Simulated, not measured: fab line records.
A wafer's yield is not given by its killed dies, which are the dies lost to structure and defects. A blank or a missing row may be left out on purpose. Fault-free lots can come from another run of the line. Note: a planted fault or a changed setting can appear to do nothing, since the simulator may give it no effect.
Chamber matching :: flow n5_finfet :: N5_BEOL_M7_ETCH_62 on rie_diel-06 has 4 sister chambers
The step etches SOC in N2/H2, target depth 110 nm, overetch 22 nm, time 165 s. 4 wafers are shown with their chamber, then 7 later ones without.

## WAFERS WITH THEIR CHAMBER
wafer: L075.3
chamber: 2
showerhead_plenum_p_Torr (Torr): 2.52

wafer: L082.6
chamber: 1
showerhead_plenum_p_Torr (Torr): 2.68

wafer: L087.1
chamber: 3
showerhead_plenum_p_Torr (Torr): 2.46

wafer: L087.2
chamber: 0
showerhead_plenum_p_Torr (Torr): 2.48

## WAFERS MISSING THEIR CHAMBER
wafer: L087.3
showerhead_plenum_p_Torr (Torr): 2.51

wafer: L097.2
showerhead_plenum_p_Torr (Torr): 2.47

wafer: L097.3
showerhead_plenum_p_Torr (Torr): 2.46

wafer: L097.6
showerhead_plenum_p_Torr (Torr): 2.47

wafer: L096.3
showerhead_plenum_p_Torr (Torr): 2.45

wafer: L096.4
showerhead_plenum_p_Torr (Torr): 2.45

wafer: L096.6
showerhead_plenum_p_Torr (Torr): 2.47

## WHICH CHAMBER EACH ONE RAN IN
wafer: L087.3
from the rows above: 2
in truth: 2

wafer: L097.2
from the rows above: can't be placed: 0 or 3
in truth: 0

wafer: L097.3
from the rows above: 3
in truth: 3

wafer: L097.6
from the rows above: can't be placed: 0 or 3
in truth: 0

wafer: L096.3
from the rows above: 3
in truth: 3

wafer: L096.4
from the rows above: 3
in truth: 3

wafer: L096.6
from the rows above: can't be placed: 0 or 3
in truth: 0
Correctly placed: 4 of 7. Cannot be placed on the basis of these rows: 3; the candidates contain the true chamber in 3. Number placed wrongly: 0.
How it was worked out, from the rows above alone: a wafer's distance from a chamber is the root of the sum, over the readings, of the square of ((its reading less the chamber's mean) divided by the reading's scatter). If the next closest chamber is less than 2 further off than the closest, the wafer can't be placed; otherwise it belongs to the closest. For every chamber, the mean is computed from those of its wafers that are shown. The scatter: with one shown wafer a chamber, the root of the mean of the squares of how far each hidden wafer lies from its nearest shown one.
